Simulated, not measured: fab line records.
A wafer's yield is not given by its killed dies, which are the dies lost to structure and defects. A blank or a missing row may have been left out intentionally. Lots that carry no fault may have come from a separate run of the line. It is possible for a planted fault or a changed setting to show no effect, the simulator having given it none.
Which tool was responsible? + flow n5Finfet + Sampling: 13 lots, 36 wafers, 8 of 1938 route steps

## WHAT THE GAUGES SHOWED, per wafer
N5_BEOL_M9_OCD_MEAS_38. Usual: trenchDepthNm at 151.9 nm, with a standard deviation of 2.6.
| lot  | measured     | on     | trenchDepthNm (nm) | flag |
|------|--------------|--------|--------------------|------|
| L535 | day 10 14:01 | ocd-01 | 155.1 147.7 147.9  |      |
| L536 | day 10 19:49 | ocd-01 | 147.9 156.5 154.1  |      |
| L534 | day 10 19:53 | ocd-01 | 155.8 148.2 148.1  |      |
| L539 | day 11 14:43 | ocd-01 | 149.8 153.8 150.5  |      |
| L538 | day 11 15:02 | ocd-01 | 154.0 155.0 155.0  |      |
| L540 | day 11 15:27 | ocd-01 | 151.7 154.6 155.4  |      |
| L542 | day 11 15:13 | ocd-02 | 150.8 150.6        |      |
| L541 | day 11 23:04 | ocd-01 | 153.1 154.7        |      |
| L543 | day 12 16:56 | ocd-02 | 149.7 150.9 153.3  |      |
| L545 | day 13 13:44 | ocd-01 | 150.5 155.1        |      |
| L551 | day 14 02:41 | ocd-02 | 104.9 104.6 103.6  | OFF  |
| L550 | day 14 07:23 | ocd-01 | 105.7 103.6 105.7  | OFF  |
| L552 | day 14 12:47 | ocd-01 | 104.0 107.6 109.3  | OFF  |

N5_BEOL_M9_CD_MEAS_35: target cd 70 nm, target cd y 40 nm. Usual: cdNm at 70.1 nm, with a standard deviation of 0.56.
| lot  | measured     | on       | cdNm (nm)      | flag |
|------|--------------|----------|----------------|------|
| L535 | day 10 14:10 | cdSem-02 | 70.2 69.9 70.4 |      |
| L536 | day 10 19:58 | cdSem-01 | 69.9 70.3 69.9 |      |
| L534 | day 10 20:03 | cdSem-02 | 70.6 70.3 70.1 |      |
| L539 | day 11 14:55 | cdSem-03 | 70.2 70.5 70.2 |      |
| L538 | day 11 15:11 | cdSem-02 | 70.8 71.1 70.7 |      |
| L540 | day 11 15:37 | cdSem-03 | 70.1 69.9 69.4 |      |
| L542 | day 11 15:23 | cdSem-03 | 71.1 69.8      |      |
| L541 | day 11 23:13 | cdSem-02 | 69.2 69.9      |      |
| L543 | day 12 17:05 | cdSem-02 | 69.5 68.9 69.4 |      |
| L545 | day 13 13:53 | cdSem-02 | 69.3 70.7      |      |
| L551 | day 14 02:50 | cdSem-01 | 69.8 69.8 70.3 |      |
| L550 | day 14 07:33 | cdSem-01 | 69.8 69.1 69.2 |      |
| L552 | day 14 12:57 | cdSem-02 | 69.6 71.0 70.7 |      |

N5_BEOL_M9_THK_MEAS_53: measures by xrf. Usual: M9_THK 142 nm, standard deviation 3.2.
| lot  | measured     | on           | M9_THK (nm) | flag |
|------|--------------|--------------|-------------|------|
| L535 | day 10 16:52 | filmMetro-02 | 146 138 139 |      |
| L536 | day 10 22:31 | filmMetro-02 | 137 147 143 |      |
| L534 | day 10 21:52 | filmMetro-02 | 148 139 140 |      |
| L539 | day 11 16:55 | filmMetro-01 | 138 144 140 |      |
| L538 | day 11 17:15 | filmMetro-01 | 141 143 143 |      |
| L540 | day 11 18:19 | filmMetro-01 | 140 145 146 |      |
| L542 | day 11 17:52 | filmMetro-01 | 140 139     |      |
| L541 | day 12 03:29 | filmMetro-02 | 142 145     |      |
| L543 | day 12 19:32 | filmMetro-02 | 141 141 145 |      |
| L545 | day 13 16:50 | filmMetro-01 | 138 145     |      |
| L551 | day 14 04:55 | filmMetro-01 | 94 94 93    | OFF  |
| L550 | day 14 11:13 | filmMetro-01 | 93 96 94    | OFF  |
| L552 | day 14 15:03 | filmMetro-01 | 93 97 98    | OFF  |

N5_BEOL_M9_RS_MEAS_57: uses a four-point probe to measure. Usual: M9_RS 0.150 ohm/sq, standard deviation 0.0034.
| lot  | measured     | on           | M9_RS (ohm/sq)    | flag |
|------|--------------|--------------|-------------------|------|
| L535 | day 10 17:00 | filmMetro-01 | 0.145 0.153 0.153 |      |
| L536 | day 10 22:40 | filmMetro-01 | 0.156 0.143 0.147 |      |
| L534 | day 10 22:02 | filmMetro-02 | 0.144 0.154 0.152 |      |
| L539 | day 11 17:04 | filmMetro-02 | 0.153 0.147 0.150 |      |
| L538 | day 11 17:23 | filmMetro-02 | 0.148 0.147 0.147 |      |
| L540 | day 11 18:27 | filmMetro-02 | 0.152 0.147 0.146 |      |
| L542 | day 11 18:00 | filmMetro-01 | 0.153 0.153       |      |
| L541 | day 12 03:37 | filmMetro-02 | 0.150 0.148       |      |
| L543 | day 12 19:40 | filmMetro-02 | 0.152 0.153 0.148 |      |
| L545 | day 13 16:58 | filmMetro-01 | 0.154 0.146       |      |
| L551 | day 14 05:03 | filmMetro-01 | 0.238 0.237 0.240 | OFF  |
| L550 | day 14 11:20 | filmMetro-01 | 0.240 0.233 0.238 | OFF  |
| L552 | day 14 15:11 | filmMetro-01 | 0.244 0.232 0.231 | OFF  |

N5_BEOL_M15_RC_MEAS_101. Usual: etestTempC 24.99 C, standard deviation 0.11; COMB_M10 1.4e-11 S/m, standard deviation 2.8e-12; COMB_M11 1.37e-11 S/m, standard deviation 2.9e-12; COMB_M12 5.7e-12 S/m, standard deviation 1.3e-12; COMB_M12_max_site 8.4e-12 S/m, standard deviation 2.1e-12; COMB_M13 4.2e-12 S/m, standard deviation 8.2e-13; COMB_M14 2.9e-12 S/m, standard deviation 7.7e-13; COMB_M15 1.9e-12 S/m, standard deviation 6.3e-13; COMB_M5 3.6e-11 S/m, standard deviation 7.3e-12; COMB_M6 2.4e-11 S/m, standard deviation 5.4e-12; COMB_M7 2.5e-11 S/m, standard deviation 5.2e-12; COMB_M8 2.4e-11 S/m, standard deviation 4.9e-12; SERP_M10 3.02 ohm/um, standard deviation 0.076; SERP_M11 3.04 ohm/um, standard deviation 0.08; SERP_M12 0.634 ohm/um, standard deviation 0.014; SERP_M12_max_site 0.648 ohm/um, standard deviation 0.015; SERP_M13 0.308 ohm/um, standard deviation 0.0066; SERP_M14 0.1579 ohm/um, standard deviation 0.003; SERP_M5 38.8 ohm/um, standard deviation 1.6; SERP_M6 13.5 ohm/um, standard deviation 0.52; SERP_M7 13.4 ohm/um, standard deviation 0.56; SERP_M8 13.5 ohm/um, standard deviation 0.46; SERP_M8_max_site 14.2 ohm/um, standard deviation 0.62; SERP_M9 3.04 ohm/um, standard deviation 0.08; SERP_M9_max_site 3.13 ohm/um, standard deviation 0.079.
| lot  | measured     | on        | etestTempC (C)    | COMB_M10 (S/m)             | COMB_M11 (S/m)             | COMB_M12 (S/m)           | COMB_M12_max_site (S/m)   | COMB_M13 (S/m)          | COMB_M14 (S/m)          | COMB_M15 (S/m)          | COMB_M5 (S/m)           | COMB_M6 (S/m)           | COMB_M7 (S/m)           | COMB_M8 (S/m)           | SERP_M10 (ohm/um) | SERP_M11 (ohm/um) | SERP_M12 (ohm/um) | SERP_M12_max_site (ohm/um) | SERP_M13 (ohm/um) | SERP_M14 (ohm/um)    | SERP_M5 (ohm/um) | SERP_M6 (ohm/um) | SERP_M7 (ohm/um) | SERP_M8 (ohm/um) | SERP_M8_max_site (ohm/um) | SERP_M9 (ohm/um) | SERP_M9_max_site (ohm/um) | flag |
|------|--------------|-----------|-------------------|----------------------------|----------------------------|--------------------------|---------------------------|-------------------------|-------------------------|-------------------------|-------------------------|-------------------------|-------------------------|-------------------------|-------------------|-------------------|-------------------|----------------------------|-------------------|----------------------|------------------|------------------|------------------|------------------|---------------------------|------------------|---------------------------|------|
| L535 | day 12 11:50 | prober-01 | 25.02 24.98 25.26 | 1.55e-11 1.54e-11 1.69e-11 | 1.61e-11 1.35e-11 1.4e-11  | 6.2e-12 6.3e-12 1.03e-11 | 9.2e-12 8.4e-12 1.2e-11   | 5e-12 3.7e-12 4.1e-12   | 3.5e-12 3.3e-12 3.6e-12 | 2.8e-12 2.3e-12 3e-12   | 3.5e-11 5e-11 2.9e-11   | 2.5e-11 4.9e-11 2.8e-11 | 3.5e-11 3.4e-11 2.7e-11 | 2.7e-11 3e-11 2.5e-11   | 2.93 3.05 2.89    | 3.19 3.10 3.20    | 0.648 0.640 0.623 | 0.664 0.655 0.632          | 0.302 0.319 0.309 | 0.1546 0.1598 0.1592 | 34.9 38.1 39.3   | 13.2 13.3 13.9   | 13.5 13.1 12.9   | 13.1 13.9 13.0   | 14.0 14.3 13.3            | 2.92 3.20 3.13   | 2.95 3.25 3.17            |      |
| L536 | day 13 02:56 | prober-02 | 24.97 24.87 24.93 | 1.45e-11 1.17e-11 1.62e-11 | 2.34e-11 1.62e-11 8.4e-12  | 4.3e-12 3.4e-12 5.2e-12  | 6.2e-12 5.9e-12 5.8e-12   | 4.2e-12 3.8e-12 4.5e-12 | 1.7e-12 2e-12 2.9e-12   | 2e-12 2.2e-12 1.3e-12   | 2.5e-11 2.5e-11 2.2e-11 | 2.9e-11 3.4e-11 2.5e-11 | 3.3e-11 2.3e-11 3e-11   | 2.5e-11 2.3e-11 2e-11   | 2.98 2.98 2.98    | 3.15 3.00 3.01    | 0.672 0.646 0.649 | 0.681 0.651 0.664          | 0.310 0.303 0.316 | 0.1557 0.1565 0.1596 | 37.0 38.7 38.8   | 13.2 13.2 12.8   | 13.0 13.0 12.3   | 13.8 12.9 13.7   | 14.5 13.3 14.5            | 3.14 2.90 2.97   | 3.23 3.00 3.11            |      |
| L534 | day 12 23:52 | prober-01 | 25.17 25.23 25.10 | 1.45e-11 1.21e-11 1.15e-11 | 9.9e-12 1.11e-11 1.27e-11  | 7.2e-12 6.7e-12 6.3e-12  | 9.2e-12 8.6e-12 8.7e-12   | 4.2e-12 5.4e-12 2.4e-12 | 3.7e-12 3.3e-12 3.7e-12 | 2.1e-12 2.6e-12 3.3e-12 | 3.7e-11 2.4e-11 4.4e-11 | 2.1e-11 2.5e-11 2.4e-11 | 2.2e-11 3e-11 3.6e-11   | 2.4e-11 2.6e-11 1.8e-11 | 3.10 3.04 3.08    | 3.27 3.17 3.23    | 0.648 0.638 0.654 | 0.664 0.653 0.674          | 0.304 0.298 0.304 | 0.1582 0.1626 0.1607 | 40.4 39.9 40.4   | 13.7 13.9 14.0   | 13.3 14.1 13.9   | 13.6 13.5 13.8   | 14.3 14.1 14.4            | 2.85 3.08 3.07   | 3.01 3.23 3.17            |      |
| L539 | day 13 15:48 | prober-01 | 25.18 25.05 25.03 | 1.06e-11 1.19e-11 1.31e-11 | 1.51e-11 1.01e-11 1.34e-11 | 5.6e-12 5e-12 3.7e-12    | 6.9e-12 6.7e-12 7.8e-12   | 5e-12 5e-12 5.4e-12     | 4.6e-12 3.1e-12 3.7e-12 | 2.2e-12 2.5e-12 2.8e-12 | 3.6e-11 3.2e-11 2.9e-11 | 1.7e-11 1.9e-11 1.9e-11 | 2.5e-11 2.9e-11 2.8e-11 | 1.6e-11 2.4e-11 1.5e-11 | 3.06 2.98 3.04    | 3.20 3.02 3.03    | 0.621 0.641 0.622 | 0.630 0.653 0.638          | 0.298 0.314 0.303 | 0.1581 0.1581 0.1609 | 38.7 39.6 39.5   | 13.6 12.9 13.6   | 14.1 13.1 13.4   | 13.5 13.8 13.1   | 14.1 14.1 13.4            | 3.07 2.96 3.08   | 3.15 3.05 3.19            |      |
| L538 | day 13 13:18 | prober-02 | 24.92 25.09 24.89 | 2.04e-11 1.93e-11 1.13e-11 | 1.13e-11 1.02e-11 1.27e-11 | 5.7e-12 3.9e-12 4.6e-12  | 7.3e-12 7.1e-12 6.8e-12   | 5.6e-12 3.2e-12 3.2e-12 | 2e-12 2.5e-12 1.9e-12   | 1.6e-12 1.6e-12 5e-13   | 4.7e-11 3.9e-11 4.8e-11 | 2.5e-11 3.5e-11 2.1e-11 | 2.4e-11 2.2e-11 2.1e-11 | 2.9e-11 2.6e-11 2e-11   | 3.09 3.05 3.11    | 3.15 3.13 3.10    | 0.633 0.625 0.640 | 0.650 0.649 0.653          | 0.327 0.302 0.325 | 0.1547 0.1541 0.1550 | 38.8 38.7 36.7   | 14.3 12.9 13.8   | 13.5 13.5 12.6   | 13.5 13.0 13.8   | 14.8 13.4 14.3            | 2.94 2.92 2.94   | 3.06 3.01 3.02            |      |
| L540 | day 14 02:42 | prober-01 | 24.92 24.98 24.89 | 1.5e-11 1.54e-11 1.75e-11  | 1.49e-11 1.69e-11 1.66e-11 | 7.4e-12 6.4e-12 6.7e-12  | 9e-12 8.7e-12 1.2e-11     | 6.5e-12 4.6e-12 5e-12   | 2.7e-12 3e-12 3.8e-12   | 1.7e-12 1.5e-12 2e-12   | 3.4e-11 4e-11 4.1e-11   | 2.8e-11 1.6e-11 2e-11   | 2.3e-11 3e-11 2.8e-11   | 2e-11 1.9e-11 1.8e-11   | 3.08 3.00 3.01    | 2.97 3.07 3.01    | 0.619 0.639 0.643 | 0.640 0.653 0.660          | 0.301 0.308 0.312 | 0.1561 0.1635 0.1633 | 37.4 37.1 40.1   | 13.5 13.3 12.7   | 13.8 12.9 14.1   | 14.6 14.0 13.9   | 15.7 14.3 14.2            | 3.03 2.95 2.94   | 3.21 3.16 3.12            |      |
| L542 | day 14 01:42 | prober-02 | 25.02 24.93       | 1.38e-11 1.16e-11          | 1.12e-11 1.05e-11          | 5.6e-12 4.5e-12          | 8.3e-12 8.5e-12           | 3.5e-12 3.3e-12         | 3.5e-12 1.8e-12         | 1.5e-12 2.2e-12         | 2.4e-11 3.1e-11         | 1.9e-11 2.6e-11         | 3.3e-11 2.1e-11         | 2.2e-11 2.1e-11         | 2.99 3.02         | 2.91 3.03         | 0.610 0.631       | 0.621 0.636                | 0.307 0.310       | 0.1586 0.1619        | 37.1 39.0        | 13.2 13.0        | 12.9 12.7        | 13.1 13.6        | 13.5 14.1                 | 3.05 3.09        | 3.16 3.19                 |      |
| L541 | day 14 09:58 | prober-01 | 24.91 24.94       | 1.28e-11 1.45e-11          | 1.48e-11 1e-11             | 4.8e-12 8.6e-12          | 5.8e-12 1.21e-11          | 4.6e-12 4.6e-12         | 2.3e-12 2.1e-12         | 2.2e-12 2.2e-12         | 3.2e-11 3.8e-11         | 1.7e-11 3e-11           | 2.3e-11 1.5e-11         | 2.7e-11 2.5e-11         | 2.96 3.02         | 3.10 3.08         | 0.629 0.635       | 0.641 0.657                | 0.300 0.310       | 0.1565 0.1620        | 37.9 36.7        | 14.7 14.0        | 13.4 13.2        | 13.6 13.3        | 15.1 14.2                 | 3.07 3.01        | 3.22 3.11                 |      |
| L543 | day 14 22:04 | prober-02 | 25.07 25.16 25.00 | 1.19e-11 1.35e-11 1.57e-11 | 1.33e-11 1.44e-11 1.81e-11 | 4.5e-12 4.9e-12 7.2e-12  | 1.12e-11 8.3e-12 1.13e-11 | 4.3e-12 5.6e-12 3.8e-12 | 1.8e-12 2.2e-12 3.1e-12 | 1.4e-12 1.3e-12 1.4e-12 | 3.1e-11 2.1e-11 3.7e-11 | 1.7e-11 2.2e-11 2.4e-11 | 2.4e-11 2.5e-11 2.5e-11 | 2.4e-11 2.5e-11 3.3e-11 | 3.11 3.02 2.98    | 2.94 2.96 2.99    | 0.622 0.617 0.622 | 0.632 0.626 0.639          | 0.299 0.303 0.316 | 0.1575 0.1591 0.1597 | 36.5 35.1 38.6   | 13.0 13.2 13.1   | 13.1 14.2 13.0   | 13.0 13.3 13.2   | 13.3 13.6 13.7            | 3.17 3.13 3.07   | 3.23 3.29 3.11            |      |
| L545 | day 15 11:51 | prober-02 | 24.87 24.96       | 1.5e-11 8.6e-12            | 1.31e-11 1.34e-11          | 6.2e-12 5e-12            | 6.3e-12 8.1e-12           | 4e-12 3e-12             | 3.4e-12 2.4e-12         | 2.3e-12 1.2e-12         | 3.4e-11 4.1e-11         | 2.2e-11 2.2e-11         | 3.4e-11 2e-11           | 2.6e-11 3.1e-11         | 3.07 3.14         | 2.95 3.11         | 0.626 0.635       | 0.636 0.655                | 0.308 0.307       | 0.1543 0.1557        | 38.6 36.7        | 13.7 13.8        | 14.6 13.7        | 13.5 13.1        | 13.9 13.6                 | 3.17 2.95        | 3.29 3.01                 |      |
| L551 | day 16 04:52 | prober-02 | 25.02 24.88 24.82 | 1.75e-11 1.46e-11 1.12e-11 | 1.3e-11 1.34e-11 1.08e-11  | 5.1e-12 7.1e-12 4.4e-12  | 8.9e-12 8.2e-12 5.8e-12   | 6e-12 4.2e-12 4.8e-12   | 3.1e-12 3.1e-12 2.8e-12 | 1.3e-12 1.7e-12 1.9e-12 | 3.4e-11 3.7e-11 3.7e-11 | 2.6e-11 2.2e-11 2.4e-11 | 3.1e-11 2.3e-11 2.7e-11 | 2.1e-11 2.2e-11 2.5e-11 | 3.08 3.05 2.99    | 2.85 2.97 3.08    | 0.648 0.656 0.634 | 0.658 0.667 0.651          | 0.302 0.320 0.319 | 0.1538 0.1526 0.1564 | 38.1 38.8 34.9   | 12.7 13.6 12.9   | 13.9 13.3 13.7   | 13.6 12.7 13.3   | 13.8 14.0 13.9            | 4.77 4.77 4.74   | 4.84 4.88 4.97            | OFF  |
| L550 | day 16 09:22 | prober-02 | 25.15 24.99 25.13 | 1.67e-11 1.24e-11 1.15e-11 | 1.25e-11 1.13e-11 1.16e-11 | 6.1e-12 5.2e-12 5.3e-12  | 8.3e-12 1.47e-11 6.7e-12  | 2.9e-12 2.2e-12 3.3e-12 | 1e-12 2.7e-12 1e-12     | 2.2e-12 1.6e-12 2.4e-12 | 4.8e-11 4.9e-11 4.8e-11 | 2.6e-11 2e-11 2.4e-11   | 2.9e-11 2.8e-11 1.7e-11 | 1.9e-11 2.9e-11 2.3e-11 | 3.12 3.06 3.00    | 2.90 2.86 2.97    | 0.633 0.606 0.612 | 0.644 0.616 0.635          | 0.321 0.303 0.306 | 0.1580 0.1629 0.1588 | 37.1 40.6 38.0   | 12.8 13.0 12.5   | 13.3 12.8 12.8   | 13.9 13.9 12.9   | 14.4 14.5 13.6            | 4.87 4.72 4.84   | 4.94 4.87 5.02            | OFF  |
| L552 | day 16 09:49 | prober-01 | 24.95 24.92 24.91 | 1.07e-11 1.31e-11 1.03e-11 | 1.83e-11 1.16e-11 1.25e-11 | 5.6e-12 8.2e-12 7.3e-12  | 8.5e-12 1.06e-11 1.43e-11 | 4.5e-12 4.2e-12 4.7e-12 | 3.5e-12 3.1e-12 3.6e-12 | 1.5e-12 2.3e-12 2.6e-12 | 3.3e-11 3.7e-11 4.2e-11 | 2e-11 2.8e-11 2.6e-11   | 2.3e-11 2.1e-11 2.3e-11 | 2.2e-11 1.9e-11 2.7e-11 | 3.00 2.96 2.99    | 3.16 3.12 3.13    | 0.648 0.628 0.645 | 0.662 0.640 0.659          | 0.312 0.302 0.309 | 0.1599 0.1598 0.1565 | 39.2 40.1 44.0   | 13.3 12.7 13.2   | 13.4 13.7 12.2   | 14.0 13.7 14.0   | 15.2 14.0 14.7            | 4.89 4.54 4.52   | 5.09 4.63 4.74            | OFF  |

## WHICH TOOL RAN EACH LOT (tool, then ch and the chambers of the sampled wafers, then the start)
| lot  | N5_BEOL_M9_HM_OPEN_17            | N5_BEOL_M9_ETCH_66                | N5_BEOL_M9_TRENCH_ETCH_37         |
|------|----------------------------------|-----------------------------------|-----------------------------------|
| L535 | rieMetal-03 ch 0, day 10 12:30   | rieDiel-03 ch 0,1, day 10 13:38   | rieDiel-03 ch 0,1, day 10 13:50   |
| L536 | rieMetal-03 ch 0,1, day 10 18:08 | rieDiel-04 ch 0,2,3, day 10 19:26 | rieDiel-04 ch 0,2,3, day 10 19:38 |
| L534 | rieMetal-01 ch 0,1, day 10 18:15 | rieDiel-03 ch 1,3, day 10 19:31   | rieDiel-03 ch 1,3, day 10 19:43   |
| L539 | rieMetal-02 ch 0,1, day 11 10:56 | rieDiel-03 ch 0,1,2, day 11 14:21 | rieDiel-03 ch 0,1,2, day 11 14:33 |
| L538 | rieMetal-01 ch 0,1, day 11 11:33 | rieDiel-04 ch 1,3, day 11 14:39   | rieDiel-04 ch 1,3, day 11 14:51   |
| L540 | rieMetal-03 ch 0,1, day 11 11:47 | rieDiel-04 ch 2,3, day 11 15:04   | rieDiel-04 ch 2,3, day 11 15:17   |
| L542 | rieMetal-02 ch 0, day 11 11:48   | rieDiel-03 ch 0,2, day 11 14:50   | rieDiel-03 ch 0,2, day 11 15:02   |
| L541 | rieMetal-02 ch 0,1, day 11 19:28 | rieDiel-04 ch 2,3, day 11 22:43   | rieDiel-04 ch 2,3, day 11 22:54   |
| L543 | rieMetal-02 ch 0,1, day 12 13:59 | rieDiel-02 ch 0,1,3, day 12 16:35 | rieDiel-02 ch 0,1,3, day 12 16:46 |
| L545 | rieMetal-01 ch 0,1, day 13 11:07 | rieDiel-02 ch 2,3, day 13 13:21   | rieDiel-02 ch 2,3, day 13 13:34   |
| L551 | rieMetal-02 ch 1, day 14 00:07   | rieDiel-03 ch 2,3, day 14 02:19   | rieDiel-03 ch 2,3, day 14 02:31   |
| L550 | rieMetal-02 ch 0,1, day 14 06:11 | rieDiel-03 ch 0,2,3, day 14 07:00 | rieDiel-03 ch 0,2,3, day 14 07:13 |
| L552 | rieMetal-01 ch 0,1, day 14 08:28 | rieDiel-04 ch 0,1,3, day 14 12:25 | rieDiel-04 ch 0,1,3, day 14 12:37 |
- N5_BEOL_M9_HM_OPEN_17: chemistry Cl2/BCl3, target TiN, target depth 20 nm, overetch 6 nm.
- N5_BEOL_M9_ETCH_66: etches SOC in N2/H2, target depth 80 nm, overetch 16 nm, time 120 s.
- N5_BEOL_M9_TRENCH_ETCH_37: etches SiCOH lowk in C4F6/O2, target depth 151.43 nm, time 49 s.

## AS READ BY THE TOOLS THEMSELVES (means over the sampled wafers that have a number; for cases with no such wafer, the mark the record gives instead)
N5_BEOL_M9_HM_OPEN_17. Usual: drypumpMotorCurrentA 5.8 A, standard deviation 0.64; oesProductAu 0.71 a.u., standard deviation 0.066; throttleValvePct 22.0 %, standard deviation 0.38.
| lot  | tool        | drypumpMotorCurrentA (A) | oesProductAu (a.u.) | throttleValvePct (%) | flag |
|------|-------------|--------------------------|---------------------|----------------------|------|
| L535 | rieMetal-03 | 6.3                      | 0.75                | 22.0                 |      |
| L536 | rieMetal-03 | 6.3                      | 0.73                | 22.0                 |      |
| L534 | rieMetal-01 | 5.8                      | 0.80                | 21.6                 |      |
| L539 | rieMetal-02 | 5.9                      | 0.64                | 22.4                 |      |
| L538 | rieMetal-01 | 5.2                      | 0.77                | 21.9                 |      |
| L540 | rieMetal-03 | 6.3                      | 0.72                | 22.1                 |      |
| L542 | rieMetal-02 | 5.6                      | 0.60                | 22.0                 |      |
| L541 | rieMetal-02 | 5.8                      | 0.64                | 22.2                 |      |
| L543 | rieMetal-02 | 5.9                      | 0.64                | 22.3                 |      |
| L545 | rieMetal-01 | 5.5                      | 0.77                | 21.8                 |      |
| L551 | rieMetal-02 | 6.0                      | 0.65                | 22.6                 |      |
| L550 | rieMetal-02 | 5.7                      | 0.61                | 22.2                 |      |
| L552 | rieMetal-01 | 5.8                      | 0.76                | 21.6                 |      |

N5_BEOL_M9_ETCH_66. Usual: drypumpMotorCurrentA 5.7 A (standard deviation 0.38); oesProductAu 0.62 a.u. (standard deviation 0.058); rfVppV 523.5 V (standard deviation 2.5); runLengthS 143.4 s (standard deviation 0.38); showerheadPlenumPTorr 2.53 Torr (standard deviation 0.087); tempC 40.00 C (standard deviation 0.12); throttleValvePct 17.83 % (standard deviation 0.21).
| lot  | tool       | drypumpMotorCurrentA (A) | oesProductAu (a.u.) | rfVppV (V) | runLengthS (s) | showerheadPlenumPTorr (Torr) | tempC (C) | throttleValvePct (%) | flag |
|------|------------|--------------------------|---------------------|------------|----------------|------------------------------|-----------|----------------------|------|
| L535 | rieDiel-03 | 5.5                      | 0.60                | 524.9      | 143.1          | 2.55                         | 39.96     | 18.11                |      |
| L536 | rieDiel-04 | 6.0                      | 0.66                | 522.2      | 143.6          | 2.47                         | 39.96     | 17.70                |      |
| L534 | rieDiel-03 | 6.1                      | 0.64                | 526.0      | 143.8          | 2.64                         | 39.91     | 17.78                |      |
| L539 | rieDiel-03 | 5.6                      | 0.63                | 524.8      | 143.2          | 2.57                         | 40.01     | 17.96                |      |
| L538 | rieDiel-04 | 6.1                      | 0.66                | 522.7      | 143.3          | 2.51                         | 39.89     | 17.67                |      |
| L540 | rieDiel-04 | 5.9                      | 0.69                | 524.3      | 143.5          | 2.52                         | 40.07     | 17.61                |      |
| L542 | rieDiel-03 | 5.6                      | 0.58                | 524.0      | 143.0          | 2.54                         | 40.03     | 18.05                |      |
| L541 | rieDiel-04 | 5.8                      | 0.69                | 524.5      | 143.4          | 2.54                         | 40.01     | 17.63                |      |
| L543 | rieDiel-02 | 5.2                      | 0.59                | 521.5      | 143.2          | 2.45                         | 40.09     | 17.81                |      |
| L545 | rieDiel-02 | 5.6                      | 0.65                | 523.2      | 143.3          | 2.51                         | 40.12     | 17.69                |      |
| L551 | rieDiel-03 | 6.1                      | 0.60                | 526.4      | 143.8          | 2.62                         | 39.84     | 17.83                |      |
| L550 | rieDiel-03 | 5.8                      | 0.58                | 524.8      | 143.2          | 2.57                         | 40.01     | 17.99                |      |
| L552 | rieDiel-04 | 6.2                      | 0.60                | 521.1      | 143.6          | 2.45                         | 39.94     | 17.79                |      |

N5_BEOL_M9_TRENCH_ETCH_37. Usual: drypumpMotorCurrentA 5.7 A, standard deviation 0.38; oesProductAu 0.81 a.u., standard deviation 0.081; rfVppV 659 V, standard deviation 12; runLengthS 72.4 s, standard deviation 0.39; showerheadPlenumPTorr 2.84 Torr, standard deviation 0.093; throttleValvePct 20.99 %, standard deviation 0.22.
| lot  | tool       | drypumpMotorCurrentA (A) | oesProductAu (a.u.) | rfVppV (V) | runLengthS (s) | showerheadPlenumPTorr (Torr) | throttleValvePct (%) | flag |
|------|------------|--------------------------|---------------------|------------|----------------|------------------------------|----------------------|------|
| L535 | rieDiel-03 | 5.5                      | 0.78                | 658        | 72.1           | 2.86                         | 21.22                |      |
| L536 | rieDiel-04 | 5.9                      | 0.87                | 664        | 72.7           | 2.79                         | 20.96                |      |
| L534 | rieDiel-03 | 6.1                      | 0.83                | 647        | 72.8           | 2.97                         | 21.04                |      |
| L539 | rieDiel-03 | 5.6                      | 0.81                | 654        | 72.3           | 2.87                         | 21.07                |      |
| L538 | rieDiel-04 | 6.1                      | 0.87                | 660        | 72.3           | 2.81                         | 20.89                |      |
| L540 | rieDiel-04 | 5.9                      | 0.91                | 661        | 72.5           | 2.83                         | 20.86                |      |
| L542 | rieDiel-03 | 5.6                      | 0.76                | 661        | 71.8           | 2.84                         | 21.12                |      |
| L541 | rieDiel-04 | 5.8                      | 0.90                | 660        | 72.3           | 2.85                         | 20.87                |      |
| L543 | rieDiel-02 | 5.2                      | 0.77                | 665        | 72.4           | 2.75                         | 20.91                |      |
| L545 | rieDiel-02 | 5.6                      | 0.84                | 682        | 72.5           | 2.81                         | 20.83                |      |
| L551 | rieDiel-03 | 6.1                      | 0.78                | 651        | 60.9           | 2.95                         | 21.09                | OFF  |
| L550 | rieDiel-03 | 5.8                      | 0.76                | 656        | 60.6           | 2.89                         | 21.18                | OFF  |
| L552 | rieDiel-04 | 6.2                      | 0.80                | 663        | 60.8           | 2.76                         | 21.01                | OFF  |

## THE ANSWER, worked out from the rows above alone
Rule: a lot counts as off when the mean over its wafers that have a number is more than 3 standard deviations away from the usual mean. Also off: a lot with no number at a reading for which 4 or more lots have one. Any other lot the step has rows for is counted as sound. The gauges are gone through in route order, then the tools' own readings, and for those a lot's mean is taken as printed above. At the first step where some lot is off, the reading lying furthest off is the one used; lots without a number count as furthest.
Off, at N5_BEOL_M9_OCD_MEAS_38 on trenchDepthNm: L551, L550, L552.
If a tool, at a process step before that reading, ran all the lots that are off and no sound lot after the first of them, it fits. Not tried: the gauges at N5_BEOL_M9_OCD_MEAS_38; whatever is off there is also off at N5_BEOL_M9_THK_MEAS_53, on other tools, and gauge error can't account for it. No candidate that was tried fits.

## WHAT WAS PUT IN BY THE SIMULATOR
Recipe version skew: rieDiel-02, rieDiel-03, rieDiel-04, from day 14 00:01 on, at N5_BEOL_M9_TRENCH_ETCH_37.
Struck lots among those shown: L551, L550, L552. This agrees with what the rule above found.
